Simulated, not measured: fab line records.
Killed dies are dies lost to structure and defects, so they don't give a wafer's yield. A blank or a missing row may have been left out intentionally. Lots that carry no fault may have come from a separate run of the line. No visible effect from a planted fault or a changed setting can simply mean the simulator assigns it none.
fab line records ; flow n5_finfet ; part 1 of 2: steps 1 to 3 of 6
record lots=21; wafers=63; last_day=17
route steps=1938 shown BEOL_M2@858
lots with no fault: from the same line, run without faults
start_h: hours from the record's first day to the start of the lot's first wafer shown ; wait_h: hours from the lot's prior step to this one ; " identical to the entry in the row above ; L1.1+2: several wafers, shown together as one row ; - no value present, or no start provided ; * or withheld: withheld ; < > ~ a bound
route shown NAME@n: a module of which the file shows steps, and the number in the route of the first ; usual: mean/standard deviation of fault-free wafers ; same: alike in all rows ; chamber/n: place in a boat ; sites: readings site by site ; _std_site: the values' standard deviation ; _edge_site: inner sites' mean taken away from outer sites' mean ; radius_mm: for every site, how far away it sits from the centre of the wafer ; mask NAME#n: copy n ; behind: the tool/chamber that last shaped the wafer ; hold: reason for holding the lot/hours on hold/outcome of the hold ; device: whichever transistor did not switch (one of n, p or np) ; end of line: the route-end tests of the same wafers ; a step given without rows: its recipe and nothing more ; killed: the dies lost at the first sort to structure and to defects; this is not the yield of the wafer ; map: a wafer's dies, marking killed ones x, the rest . and places with no die _
set.NAME: setting as actually run; set.NAME@STEP: the setting as run at that earlier step ; model.NAME: the simulator's own value behind a step, which no gauge read
one table for each step of the route and one row for each wafer, over a sample of lots
services: a tool's chamber out of use, with start hour (start_h, from the record's first day; less than 0 if before it), hours out, and reason
## steps
# step N5_BEOL_M2_ETCH_74
# recipe chemistry=N2/H2; target=underlayer; target_depth_a=65; mask_material=CAR-EUV; time_s=5.2; ion_energy_ev=200; pressure_mtorr=30; source_w=840; bias_w=150; n2_flow_sccm=200; h2_flow_sccm=200; ends=cleared
# usual drypump_motor_current_A=5.6/0.43; etch_rf_on_time_s=5.13/0.091; oes_product_au=0.71/0.073; rf_vpp_V=524.7/2.6; showerhead_plenum_p_Torr=2.57/0.083; throttle_valve_pct=17.9/0.31
lot.wafer;tool;chamber;start_h;wait_h;drypump_motor_current_A;etch_rf_on_time_s;oes_product_au;rf_hours_counter_h;rf_vpp_V;showerhead_plenum_p_Torr;throttle_valve_pct
L074.1;rie_diel-01;2;132.50;0.0;5.6;5.14;0.83;7;530.7;2.71;17.3
L074.5;rie_diel-01;2;132.50;0.0;5.6;5.12;0.82;-;530.0;2.71;17.3
L074.6;rie_diel-01;3;132.50;0.0;6.2;5.01;0.72;-;528.8;2.68;18.3
L075.1;rie_diel-02;0;139.86;0.0;5.6;5.33;0.64;163;522.4;2.52;18.0
L075.2;rie_diel-02;2;139.86;0.0;5.0;5.28;0.62;165;520.6;2.43;18.1
L075.4;rie_diel-02;1;139.86;0.0;5.3;5.22;0.83;2;523.3;2.49;17.4
L077.1;rie_diel-02;3;150.80;0.0;5.0;5.23;0.64;150;524.9;2.54;17.9
L077.2;rie_diel-02;2;150.80;0.0;5.0;5.22;0.62;169;521.0;2.43;18.2
L077.6;rie_diel-02;2;150.80;0.0;4.9;5.18;0.63;-;519.9;2.43;18.2
L078.1;rie_diel-01;0;152.30;0.0;5.9;5.09;0.89;0;525.7;2.61;17.6
L078.4;rie_diel-01;2;152.30;0.0;5.6;5.19;0.81;17;526.5;2.70;17.3
L078.6;rie_diel-01;0;152.30;0.0;5.9;5.09;0.88;-;527.7;2.61;17.6
L079.4;rie_diel-02;1;163.84;0.0;5.4;5.15;0.80;10;523.6;2.49;17.5
L079.5;rie_diel-02;0;163.84;0.0;5.6;5.26;0.64;-;522.3;2.52;18.0
L079.6;rie_diel-02;3;163.84;0.0;4.9;5.17;0.65;-;523.4;2.54;18.0
L080.1;rie_diel-01;1;172.13;0.0;6.1;5.18;0.66;114;519.7;2.45;18.0
L080.3;rie_diel-01;0;172.13;0.0;5.9;5.11;0.85;8;527.8;2.60;17.6
L080.4;rie_diel-01;3;172.13;0.0;6.2;5.08;0.71;95;528.5;2.68;18.3
L082.2;rie_diel-01;1;179.60;0.0;6.1;5.01;0.66;117;521.0;2.45;18.1
L082.3;rie_diel-01;2;179.60;0.0;5.6;5.07;0.78;26;528.8;2.70;17.3
L082.6;rie_diel-01;0;179.60;0.0;5.9;4.95;0.84;-;525.7;2.60;17.6
L081.2;rie_diel-01;2;182.55;0.0;5.6;5.10;0.79;27;527.6;2.70;17.3
L081.4;rie_diel-01;0;182.55;0.0;5.9;5.04;0.83;11;523.1;2.60;17.6
L081.6;rie_diel-01;2;182.55;0.0;5.6;5.15;0.78;-;528.3;2.70;17.3
L084.1;rie_diel-01;1;186.98;0.0;6.1;5.04;0.66;119;520.2;2.45;18.1
L084.2;rie_diel-01;3;186.98;0.0;6.2;5.03;0.71;100;529.0;2.67;18.3
L084.4;rie_diel-01;0;186.98;0.0;5.9;5.00;0.83;13;526.4;2.60;17.6
L085.1;rie_diel-04;1;201.15;0.0;4.8;5.36;0.58;239;523.5;2.49;18.0
L085.2;rie_diel-04;3;201.15;0.0;5.4;5.19;0.68;97;525.1;2.57;18.0
L085.4;rie_diel-04;2;201.15;0.0;5.6;5.18;0.77;26;527.5;2.60;18.2
L087.3;rie_diel-01;3;213.54;0.0;6.2;5.10;0.69;110;527.7;2.67;18.3
L087.5;rie_diel-01;3;213.54;0.0;6.2;5.03;0.69;-;526.5;2.67;18.3
L087.6;rie_diel-01;0;213.54;0.0;6.0;5.04;0.81;-;525.3;2.60;17.6
L088.1;rie_diel-01;0;213.78;0.0;5.9;5.05;0.81;22;523.7;2.60;17.6
L088.2;rie_diel-01;3;213.78;0.0;6.3;5.00;0.70;110;526.8;2.67;18.3
L088.3;rie_diel-01;1;213.78;0.0;6.1;5.09;0.65;129;522.6;2.44;18.1
L089.1;rie_diel-04;0;234.63;0.0;5.5;4.98;0.75;53;524.3;2.58;18.0
L089.4;rie_diel-04;3;234.63;0.0;5.4;5.08;0.68;-;526.9;2.56;18.0
L089.6;rie_diel-04;2;234.63;0.0;5.6;5.14;0.76;-;524.3;2.60;18.2
L090.1;rie_diel-02;2;240.08;0.0;5.0;5.24;0.60;199;519.9;2.42;18.2
L090.2;rie_diel-02;3;240.08;0.0;4.9;5.10;0.62;181;525.2;2.53;18.0
L090.5;rie_diel-02;3;240.08;0.0;4.9;5.17;0.62;-;525.5;2.53;18.0
L091.3;rie_diel-02;0;240.66;0.0;5.6;5.31;0.62;195;522.6;2.51;18.0
L091.4;rie_diel-02;1;240.66;0.0;5.4;5.17;0.75;35;521.2;2.48;17.5
L091.6;rie_diel-02;3;240.66;0.0;4.9;5.16;0.63;-;523.4;2.53;18.0
L093.1;rie_diel-04;2;240.68;0.0;5.7;5.20;0.74;42;523.7;2.60;18.2
L093.4;rie_diel-04;3;240.68;0.0;5.4;5.15;0.67;-;523.4;2.56;18.0
L093.6;rie_diel-04;2;240.68;0.0;5.6;5.15;0.74;-;526.7;2.60;18.2
L092.1;rie_diel-04;3;241.70;0.0;5.4;5.07;0.66;111;526.0;2.56;18.0
L092.3;rie_diel-04;2;241.70;0.0;5.7;5.15;0.75;42;525.3;2.60;18.2
L092.6;rie_diel-04;2;241.70;0.0;5.6;5.17;0.74;-;523.3;2.60;18.2
L094.1;rie_diel-01;3;248.40;0.0;6.2;5.02;0.68;123;525.8;2.66;18.4
L094.2;rie_diel-01;1;248.40;0.0;6.1;5.02;0.65;142;520.7;2.44;18.1
L094.3;rie_diel-01;2;248.40;0.0;5.6;5.11;0.75;52;528.0;2.69;17.4
L095.2;rie_diel-01;1;260.59;0.0;6.1;5.11;0.64;147;519.6;2.44;18.1
L095.3;rie_diel-01;0;260.59;0.0;5.9;5.09;0.78;40;527.2;2.59;17.6
L095.6;rie_diel-01;2;260.59;0.0;5.6;5.16;0.74;-;529.9;2.69;17.4
L097.3;rie_diel-01;0;268.66;0.0;5.9;4.99;0.78;44;524.4;2.59;17.6
L097.4;rie_diel-01;2;268.66;0.0;5.6;5.17;0.74;62;530.1;2.68;17.4
L097.6;rie_diel-01;3;268.66;0.0;6.2;5.04;0.68;-;527.0;2.66;18.4
L096.1;rie_diel-04;1;268.93;0.0;4.7;5.12;0.82;5;520.5;2.48;17.6
L096.3;rie_diel-04;2;268.93;0.0;5.7;5.19;0.72;54;523.8;2.59;18.3
L096.5;rie_diel-04;0;268.93;0.0;5.5;5.05;0.73;-;523.4;2.58;18.0
# step N5_BEOL_M2_STRIP_66
# recipe chemistry=CF4; resist=SiARC; power_w=300; bias_power_w=75; pressure_mtorr=50; cf4_flow_sccm=150; rf_frequency_hz=6e+07
# usual cf4_flow_sccm=150.0/0.42; drypump_motor_current_A=5.6/0.43; oes_product_au=0.82/0.08; rf_vpp_V=271.5/1.4; showerhead_plenum_p_Torr=1.81/0.052; throttle_valve_pct=13.64/0.26
lot.wafer;tool;chamber;start_h;wait_h;cf4_flow_sccm;drypump_motor_current_A;oes_product_au;rf_hours_counter_h;rf_vpp_V;showerhead_plenum_p_Torr;throttle_valve_pct
L074.1;rie_diel-01;2;132.68;0.0;149.8;5.6;0.95;7;274.3;1.91;13.10
L074.5;rie_diel-01;2;132.68;0.0;149.4;5.6;0.95;-;273.6;1.91;13.08
L074.6;rie_diel-01;3;132.68;0.0;149.7;6.2;0.83;-;272.0;1.88;13.82
L075.1;rie_diel-02;0;140.04;0.0;149.6;5.6;0.76;163;272.1;1.79;13.86
L075.2;rie_diel-02;2;140.04;0.0;150.2;5.0;0.73;165;270.1;1.71;13.84
L075.4;rie_diel-02;1;140.04;0.0;149.9;5.3;0.96;2;270.9;1.76;13.25
L077.1;rie_diel-02;3;150.98;0.0;149.5;4.9;0.74;150;270.6;1.80;13.60
L077.2;rie_diel-02;2;150.98;0.0;150.4;5.0;0.72;169;270.1;1.71;13.86
L077.6;rie_diel-02;2;150.98;0.0;150.6;5.0;0.72;-;271.0;1.71;13.86
L078.1;rie_diel-01;0;152.48;0.0;149.9;5.9;1.00;1;273.1;1.84;13.32
L078.4;rie_diel-01;2;152.48;0.0;149.4;5.6;0.92;17;274.9;1.90;13.09
L078.6;rie_diel-01;0;152.48;0.0;150.9;5.9;1.00;-;272.3;1.84;13.29
L079.4;rie_diel-02;1;164.02;0.0;150.4;5.3;0.92;10;268.6;1.76;13.29
L079.5;rie_diel-02;0;164.02;0.0;150.0;5.6;0.74;-;270.3;1.79;13.91
L079.6;rie_diel-02;3;164.02;0.0;149.7;4.9;0.74;-;271.3;1.80;13.62
L080.1;rie_diel-01;1;172.30;0.0;150.0;6.1;0.76;114;271.7;1.74;13.82
L080.3;rie_diel-01;0;172.30;0.0;150.9;5.9;0.96;8;272.8;1.84;13.34
L080.4;rie_diel-01;3;172.30;0.0;150.4;6.2;0.81;95;273.6;1.87;13.84
L082.2;rie_diel-01;1;179.78;0.0;149.9;6.1;0.77;117;270.6;1.74;13.83
L082.3;rie_diel-01;2;179.78;0.0;149.4;5.6;0.90;26;274.1;1.90;13.11
L082.6;rie_diel-01;0;179.78;0.0;150.2;5.9;0.95;-;271.9;1.84;13.34
L081.2;rie_diel-01;2;182.73;0.0;150.4;5.6;0.90;27;272.4;1.90;13.13
L081.4;rie_diel-01;0;182.73;0.0;150.6;5.9;0.96;12;272.6;1.84;13.34
L081.6;rie_diel-01;2;182.73;0.0;150.5;5.6;0.89;-;273.3;1.90;13.11
L084.1;rie_diel-01;1;187.16;0.0;150.2;6.1;0.76;119;269.3;1.74;13.84
L084.2;rie_diel-01;3;187.16;0.0;150.5;6.2;0.80;100;273.5;1.87;13.85
L084.4;rie_diel-01;0;187.16;0.0;150.4;5.9;0.95;13;270.1;1.84;13.34
L085.1;rie_diel-04;1;201.33;0.0;149.7;4.7;0.67;239;270.8;1.78;13.96
L085.2;rie_diel-04;3;201.33;0.0;150.1;5.4;0.79;97;271.4;1.81;13.63
L085.4;rie_diel-04;2;201.33;0.0;149.9;5.6;0.89;27;271.6;1.83;13.68
L087.3;rie_diel-01;3;213.72;0.0;150.0;6.2;0.79;110;271.3;1.87;13.87
L087.5;rie_diel-01;3;213.72;0.0;149.1;6.2;0.79;-;270.9;1.87;13.87
L087.6;rie_diel-01;0;213.72;0.0;150.3;5.9;0.92;-;271.0;1.84;13.36
L088.1;rie_diel-01;0;213.95;0.0;150.1;5.9;0.92;22;272.5;1.84;13.38
L088.2;rie_diel-01;3;213.95;0.0;150.2;6.2;0.79;110;272.0;1.87;13.88
L088.3;rie_diel-01;1;213.95;0.0;150.5;6.1;0.75;129;270.6;1.74;13.85
L089.1;rie_diel-04;0;234.81;0.0;150.0;5.5;0.86;54;272.9;1.82;13.63
L089.4;rie_diel-04;3;234.81;0.0;150.7;5.4;0.79;-;271.7;1.81;13.68
L089.6;rie_diel-04;2;234.81;0.0;150.9;5.7;0.87;-;269.9;1.83;13.69
L090.1;rie_diel-02;2;240.25;0.0;150.2;5.0;0.70;199;268.2;1.71;13.94
L090.2;rie_diel-02;3;240.25;0.0;150.5;4.9;0.72;181;269.7;1.79;13.68
L090.5;rie_diel-02;3;240.25;0.0;150.1;4.9;0.72;-;269.3;1.79;13.69
L091.3;rie_diel-02;0;240.84;0.0;150.0;5.6;0.74;195;271.0;1.78;13.94
L091.4;rie_diel-02;1;240.84;0.0;150.1;5.4;0.86;35;270.2;1.75;13.36
L091.6;rie_diel-02;3;240.84;0.0;150.0;4.9;0.72;-;270.5;1.79;13.69
L093.1;rie_diel-04;2;240.86;0.0;150.4;5.6;0.86;42;270.9;1.83;13.72
L093.4;rie_diel-04;3;240.86;0.0;149.7;5.4;0.78;-;272.0;1.81;13.67
L093.6;rie_diel-04;2;240.86;0.0;150.2;5.7;0.86;-;271.7;1.83;13.71
L092.1;rie_diel-04;3;241.88;0.0;149.8;5.4;0.77;111;271.8;1.80;13.66
L092.3;rie_diel-04;2;241.88;0.0;149.8;5.6;0.86;42;271.0;1.83;13.70
L092.6;rie_diel-04;2;241.88;0.0;149.8;5.6;0.86;-;272.0;1.83;13.71
L094.1;rie_diel-01;3;248.57;0.0;149.7;6.2;0.78;123;271.3;1.86;13.89
L094.2;rie_diel-01;1;248.57;0.0;150.0;6.0;0.73;142;269.0;1.73;13.90
L094.3;rie_diel-01;2;248.57;0.0;150.2;5.6;0.86;52;273.4;1.89;13.19
L095.2;rie_diel-01;1;260.77;0.0;150.3;6.0;0.73;147;270.6;1.73;13.91
L095.3;rie_diel-01;0;260.77;0.0;150.4;5.9;0.89;40;272.2;1.83;13.42
L095.6;rie_diel-01;2;260.77;0.0;149.6;5.6;0.85;-;272.2;1.89;13.19
L097.3;rie_diel-01;0;268.84;0.0;150.1;5.9;0.88;44;270.7;1.83;13.41
L097.4;rie_diel-01;2;268.84;0.0;150.1;5.6;0.85;62;273.0;1.89;13.20
L097.6;rie_diel-01;3;268.84;0.0;149.6;6.2;0.77;-;270.8;1.86;13.93
L096.1;rie_diel-04;1;269.11;0.0;149.7;4.8;0.94;5;271.8;1.77;13.42
L096.3;rie_diel-04;2;269.11;0.0;149.3;5.6;0.84;54;271.9;1.82;13.75
L096.5;rie_diel-04;0;269.11;0.0;150.5;5.5;0.84;-;270.6;1.82;13.68
# step N5_BEOL_M2_STRIP_19
# recipe chemistry=O2; power_w=400; temp_c=40; pressure_mtorr=30; rf_frequency_hz=6e+07; bias_power_w=0; overash_fraction=0.2; o2_flow_sccm=225
# usual drypump_motor_current_A=5.4/0.36; o2_flow_sccm=225.1/0.78; oes_product_au=0.83/0.088; rf_vpp_V=3.7/0.51; showerhead_plenum_p_Torr=2.11/0.059; throttle_valve_pct=16.78/0.23
lot.wafer;tool;chamber;start_h;wait_h;drypump_motor_current_A;o2_flow_sccm;oes_product_au;rf_hours_counter_h;rf_vpp_V;showerhead_plenum_p_Torr;throttle_valve_pct
L074.1;rie_diel-04;2;132.92;0.2;5.6;225.7;0.98;2;3.2;2.15;16.82
L074.5;rie_diel-04;2;132.92;0.2;5.7;225.6;0.99;-;3.3;2.15;16.82
L074.6;rie_diel-04;1;132.92;0.2;4.7;224.4;0.70;-;4.2;2.07;16.89
L075.1;rie_diel-02;2;140.19;0.1;5.0;228.0;0.72;165;3.1;2.00;16.98
L075.2;rie_diel-02;0;140.19;0.1;5.6;224.0;0.76;163;3.8;2.10;17.01
L075.4;rie_diel-02;1;140.19;0.1;5.3;225.1;0.97;2;4.0;2.05;16.36
L077.1;rie_diel-04;0;151.22;0.2;5.5;224.6;0.93;24;3.5;2.14;16.72
L077.2;rie_diel-04;2;151.22;0.2;5.7;225.4;0.96;9;3.4;2.15;16.83
L077.6;rie_diel-04;3;151.22;0.2;5.4;226.6;0.82;-;4.0;2.13;16.78
L078.1;rie_diel-04;2;152.63;0.1;5.6;225.0;0.95;10;3.2;2.15;16.83
L078.4;rie_diel-04;3;152.63;0.1;5.4;224.4;0.83;79;3.7;2.13;16.79
L078.6;rie_diel-04;3;152.63;0.1;5.4;225.0;0.82;-;4.4;2.13;16.79
L079.4;rie_diel-02;1;164.26;0.1;5.4;224.9;0.94;10;3.9;2.05;16.39
L079.5;rie_diel-02;1;164.26;0.1;5.3;225.9;0.94;-;3.8;2.05;16.38
L079.6;rie_diel-02;0;164.26;0.1;5.6;225.8;0.75;-;3.6;2.10;17.03
L080.1;rie_diel-01;0;172.58;0.2;5.9;225.9;0.98;8;3.5;2.15;16.44
L080.3;rie_diel-01;3;172.58;0.2;6.2;224.9;0.82;95;3.8;2.21;17.07
L080.4;rie_diel-01;1;172.58;0.2;6.1;225.6;0.77;114;3.3;2.02;16.91
L082.2;rie_diel-01;0;179.97;0.1;5.9;225.7;0.97;11;4.0;2.15;16.44
L082.3;rie_diel-01;1;179.97;0.1;6.1;225.0;0.77;117;3.2;2.02;16.92
L082.6;rie_diel-01;3;179.97;0.1;6.2;225.5;0.81;-;3.6;2.21;17.06
L081.2;rie_diel-02;2;182.88;0.1;5.0;224.7;0.71;182;3.6;2.00;17.02
L081.4;rie_diel-02;1;182.88;0.1;5.3;225.7;0.90;-;4.2;2.05;16.40
L081.6;rie_diel-02;2;182.88;0.1;5.0;224.6;0.72;-;4.4;2.00;17.01
L084.1;rie_diel-04;3;187.32;0.1;5.4;225.1;0.81;92;3.6;2.13;16.80
L084.2;rie_diel-04;0;187.32;0.1;5.5;224.2;0.91;37;4.1;2.13;16.73
L084.4;rie_diel-04;1;187.32;0.1;4.7;225.5;0.69;234;5.2;2.06;16.90
L085.1;rie_diel-04;3;201.48;0.1;5.4;224.7;0.80;97;3.6;2.13;16.81
L085.2;rie_diel-04;0;201.48;0.1;5.5;225.5;0.89;42;3.9;2.13;16.74
L085.4;rie_diel-04;1;201.48;0.1;4.7;224.9;0.68;239;4.4;2.06;16.93
L087.3;rie_diel-02;1;213.87;0.1;5.4;225.0;0.89;27;3.3;2.05;16.42
L087.5;rie_diel-02;3;213.87;0.1;4.9;224.0;0.73;-;3.5;2.10;16.75
L087.6;rie_diel-02;0;213.87;0.1;5.6;225.8;0.74;-;4.2;2.09;17.06
L088.1;rie_diel-02;2;214.12;0.1;5.0;224.9;0.71;192;3.3;2.00;17.03
L088.2;rie_diel-02;3;214.12;0.1;4.9;226.8;0.72;173;3.4;2.10;16.75
L088.3;rie_diel-02;1;214.12;0.1;5.3;223.7;0.88;28;3.8;2.04;16.41
L089.1;rie_diel-04;0;234.96;0.1;5.5;224.7;0.88;54;3.7;2.13;16.75
L089.4;rie_diel-04;2;234.96;0.1;5.6;225.2;0.90;-;3.3;2.14;16.87
L089.6;rie_diel-04;3;234.96;0.1;5.4;225.3;0.78;-;3.7;2.12;16.83
L090.1;rie_diel-04;3;240.52;0.2;5.4;225.9;0.78;110;3.3;2.12;16.83
L090.2;rie_diel-04;2;240.52;0.2;5.7;225.2;0.89;42;3.0;2.14;16.89
L090.5;rie_diel-04;3;240.52;0.2;5.4;224.7;0.80;-;3.2;2.12;16.84
L091.3;rie_diel-02;3;240.99;0.1;4.9;225.9;0.72;181;3.5;2.09;16.79
L091.4;rie_diel-02;1;240.99;0.1;5.4;224.6;0.86;35;4.0;2.04;16.43
L091.6;rie_diel-02;2;240.99;0.1;5.0;224.5;0.70;-;3.1;1.99;17.06
L093.1;rie_diel-04;2;241.01;0.1;5.6;226.1;0.88;42;4.2;2.14;16.89
L093.4;rie_diel-04;0;241.01;0.1;5.5;224.7;0.87;-;4.6;2.13;16.77
L093.6;rie_diel-04;3;241.01;0.1;5.4;225.3;0.78;-;3.6;2.12;16.83
L092.1;rie_diel-04;3;242.03;0.1;5.4;225.3;0.79;111;4.3;2.12;16.83
L092.3;rie_diel-04;0;242.03;0.1;5.5;224.9;0.88;57;3.8;2.13;16.76
L092.6;rie_diel-04;3;242.03;0.1;5.4;225.5;0.79;-;3.1;2.12;16.83
L094.1;rie_diel-04;0;248.85;0.2;5.5;224.5;0.87;61;3.9;2.12;16.78
L094.2;rie_diel-04;3;248.85;0.2;5.4;225.1;0.78;114;3.6;2.12;16.85
L094.3;rie_diel-04;2;248.85;0.2;5.6;224.7;0.88;46;4.4;2.14;16.90
L095.2;rie_diel-02;1;260.93;0.1;5.3;224.7;0.87;42;3.0;2.04;16.44
L095.3;rie_diel-02;0;260.93;0.1;5.6;225.0;0.72;203;3.0;2.09;17.09
L095.6;rie_diel-02;3;260.93;0.1;4.9;225.3;0.72;-;3.7;2.09;16.78
L097.3;rie_diel-01;3;268.99;0.1;6.2;224.4;0.78;131;2.3;2.20;17.14
L097.4;rie_diel-01;0;268.99;0.1;5.9;225.5;0.90;44;3.5;2.13;16.48
L097.6;rie_diel-01;3;268.99;0.1;6.2;224.5;0.78;-;4.1;2.20;17.14
L096.1;rie_diel-04;2;269.27;0.1;5.6;223.9;0.87;54;4.1;2.13;16.90
L096.3;rie_diel-04;1;269.27;0.1;4.8;225.0;0.96;6;3.1;2.05;16.48
L096.5;rie_diel-04;2;269.27;0.1;5.6;224.4;0.86;-;4.6;2.14;16.91
